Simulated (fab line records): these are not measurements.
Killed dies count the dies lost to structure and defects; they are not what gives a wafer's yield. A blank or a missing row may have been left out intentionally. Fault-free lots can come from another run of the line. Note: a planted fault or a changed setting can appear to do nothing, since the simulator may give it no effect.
Lot-split experiment || flow n5 finfet || 21 wafers read across 7 lots, on a route 1938 steps long

## SPLIT DETAILS
At N5_HKMG_FIN_DESCUM_53 (chemistry O2, time 7.9 s), the setting time s was moved away from the recipe's 7.9 s on 9 of the 21 wafers read, by -7.8% to +22.4%. The other wafers ran this setting at the recipe's value.

Between the split and the reading, the file records no step.

## THE READING
CAR-ArF_of_HKMG_FIN_COAT_43.thk nm (the simulator's own value, which no gauge read), in nm, at N5_HKMG_FIN_ETCH_54 (etches SiARC in CF4, target depth 45.5 nm, time 75.8 s). The file gives no usual value for it. The 12 wafers here that ran the recipe average 50.9 nm, standard deviation 0.23 nm.

{"wafer": "L077.1", "tool, chamber at the split": "rie diel-04, 3", "time s as run, s": 8.56, "against the recipe": "+8.4%", "CAR-ArF_of_HKMG_FIN_COAT_43.thk nm, nm": 51, "against lot-mates on the recipe": -0.2}
{"wafer": "L077.3", "tool, chamber at the split": "rie diel-04, 1", "time s as run, s": 7.9, "against the recipe": "recipe", "CAR-ArF_of_HKMG_FIN_COAT_43.thk nm, nm": 51.2, "against lot-mates on the recipe": "-"}
{"wafer": "L077.5", "tool, chamber at the split": "rie diel-04, 2", "time s as run, s": 8.56, "against the recipe": "+8.4%", "CAR-ArF_of_HKMG_FIN_COAT_43.thk nm, nm": 50.8, "against lot-mates on the recipe": -0.4}
{"wafer": "L082.1", "tool, chamber at the split": "rie diel-04, 3", "time s as run, s": 7.9, "against the recipe": "recipe", "CAR-ArF_of_HKMG_FIN_COAT_43.thk nm, nm": 50.8, "against lot-mates on the recipe": "-"}
{"wafer": "L082.3", "tool, chamber at the split": "rie diel-04, 1", "time s as run, s": 7.285, "against the recipe": "-7.8%", "CAR-ArF_of_HKMG_FIN_COAT_43.thk nm, nm": 51.2, "against lot-mates on the recipe": "+0.4"}
{"wafer": "L082.5", "tool, chamber at the split": "rie diel-04, 3", "time s as run, s": 7.285, "against the recipe": "-7.8%", "CAR-ArF_of_HKMG_FIN_COAT_43.thk nm, nm": 51.4, "against lot-mates on the recipe": "+0.6"}
{"wafer": "L087.2", "tool, chamber at the split": "rie diel-03, 0", "time s as run, s": 7.9, "against the recipe": "recipe", "CAR-ArF_of_HKMG_FIN_COAT_43.thk nm, nm": 50.6, "against lot-mates on the recipe": "-"}
{"wafer": "L087.3", "tool, chamber at the split": "rie diel-03, 2,0", "time s as run, s": 7.9, "against the recipe": "recipe", "CAR-ArF_of_HKMG_FIN_COAT_43.thk nm, nm": 51, "against lot-mates on the recipe": "-"}
{"wafer": "L087.5", "tool, chamber at the split": "rie diel-03, 2,0", "time s as run, s": 7.9, "against the recipe": "recipe", "CAR-ArF_of_HKMG_FIN_COAT_43.thk nm, nm": 51, "against lot-mates on the recipe": "-"}
{"wafer": "L092.3", "tool, chamber at the split": "rie diel-06, 3,2", "time s as run, s": 7.9, "against the recipe": "recipe", "CAR-ArF_of_HKMG_FIN_COAT_43.thk nm, nm": 51.4, "against lot-mates on the recipe": "-"}
{"wafer": "L092.4", "tool, chamber at the split": "rie diel-06, 3,2", "time s as run, s": 7.9, "against the recipe": "recipe", "CAR-ArF_of_HKMG_FIN_COAT_43.thk nm, nm": 51.2, "against lot-mates on the recipe": "-"}
{"wafer": "L092.6", "tool, chamber at the split": "rie diel-06, 2", "time s as run, s": 8.881, "against the recipe": "+12.4%", "CAR-ArF_of_HKMG_FIN_COAT_43.thk nm, nm": 50.4, "against lot-mates on the recipe": -0.9}
{"wafer": "L094.1", "tool, chamber at the split": "rie diel-06, 1", "time s as run, s": 7.9, "against the recipe": "recipe", "CAR-ArF_of_HKMG_FIN_COAT_43.thk nm, nm": 51, "against lot-mates on the recipe": "-"}
{"wafer": "L094.3", "tool, chamber at the split": "rie diel-06, 0,3", "time s as run, s": 7.9, "against the recipe": "recipe", "CAR-ArF_of_HKMG_FIN_COAT_43.thk nm, nm": 50.6, "against lot-mates on the recipe": "-"}
{"wafer": "L094.4", "tool, chamber at the split": "rie diel-06, 0,3", "time s as run, s": 7.9, "against the recipe": "recipe", "CAR-ArF_of_HKMG_FIN_COAT_43.thk nm, nm": 50.8, "against lot-mates on the recipe": "-"}
{"wafer": "L095.1", "tool, chamber at the split": "rie diel-06, 2,0", "time s as run, s": 8.537, "against the recipe": "+8.1%", "CAR-ArF_of_HKMG_FIN_COAT_43.thk nm, nm": 50.2, "against lot-mates on the recipe": -0.8}
{"wafer": "L095.2", "tool, chamber at the split": "rie diel-06, 2,0", "time s as run, s": 8.537, "against the recipe": "+8.1%", "CAR-ArF_of_HKMG_FIN_COAT_43.thk nm, nm": 50.4, "against lot-mates on the recipe": -0.6}
{"wafer": "L095.3", "tool, chamber at the split": "rie diel-06, 3", "time s as run, s": 7.9, "against the recipe": "recipe", "CAR-ArF_of_HKMG_FIN_COAT_43.thk nm, nm": 51, "against lot-mates on the recipe": "-"}
{"wafer": "L097.3", "tool, chamber at the split": "rie diel-03, 3", "time s as run, s": 9.668, "against the recipe": "+22.4%", "CAR-ArF_of_HKMG_FIN_COAT_43.thk nm, nm": 49.6, "against lot-mates on the recipe": -1.2}
{"wafer": "L097.4", "tool, chamber at the split": "rie diel-03, 0", "time s as run, s": 7.9, "against the recipe": "recipe", "CAR-ArF_of_HKMG_FIN_COAT_43.thk nm, nm": 50.8, "against lot-mates on the recipe": "-"}
{"wafer": "L097.6", "tool, chamber at the split": "rie diel-03, 3", "time s as run, s": 9.668, "against the recipe": "+22.4%", "CAR-ArF_of_HKMG_FIN_COAT_43.thk nm, nm": 49.8, "against lot-mates on the recipe": -1.0}
When a row names more than one chamber, that row covers several wafers, and the file does not tell which wafer ran in which chamber.

THE FIT
A straight line over all 21 wafers: CAR-ArF_of_HKMG_FIN_COAT_43.thk nm changes by -0.0516 nm for each +1% of time s; r = -0.86; the points scatter about the line by 0.25 nm.
The same after taking each lot's own level away (the mean of its wafers on the recipe; 21 wafers): -0.0545 nm for each +1%; r = -0.93; scatter 0.17 nm.
That fit puts the effect of the largest move of time s on the reading at 1.2 nm.
Across the lots, their own levels run from 50.80 to 51.30 nm, a range of 2.1 times the standard deviation given above.
Hence the lot-to-lot level has little effect on the slope; both slopes agree.
Check: with one of the wafers moved furthest among these (+22.4%) left out of the fit, the line predicts -1.23 nm for it against its lot-mates. It came out at -1.2 nm against them.

## ADDITIONAL SPLITS CARRIED BY THESE WAFERS
These wafers also went through other splits before the reading. Each is held against what the fit with the lots' levels taken away leaves over:
{"other split on the same wafers": "N5_SD_EPI_N_DESCUM_14 time s", "wafers away from the commonest value": 9, "r with CAR-ArF_of_HKMG_FIN_COAT_43.thk nm (lot level and that fit taken away)": "+0.13"}
{"other split on the same wafers": "N5_SDB_COAT_05 spin rpm", "wafers away from the commonest value": 8, "r with CAR-ArF_of_HKMG_FIN_COAT_43.thk nm (lot level and that fit taken away)": "+0.12"}

## THE WHOLE CHAIN: every reading that the file lists as answering this split, in the file's order
{"step": "N5_HKMG_FIN_DESCUM_53", "what it does": "chemistry O2, time 7.9 s", "reading": "CAR-ArF_of_HKMG_FIN_COAT_43.thk nm (the simulator's own value, which no gauge read)", "change (the file's fit)": "-0.0538 nm for each +1% of the setting", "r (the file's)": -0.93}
{"step": "N5_HKMG_FIN_ETCH_54", "what it does": "etches SiARC in CF4, target depth 45.5 nm, time 75.8 s", "reading": "CAR-ArF_of_HKMG_FIN_COAT_43.thk nm (the simulator's own value, which no gauge read)", "change (the file's fit)": "-0.0562 nm for each +1% of the setting", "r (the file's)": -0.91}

## THE FILE'S OWN FIT
CAR-ArF_of_HKMG_FIN_COAT_43.thk nm changes by -0.0562 nm for each +1% of time s, r = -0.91.
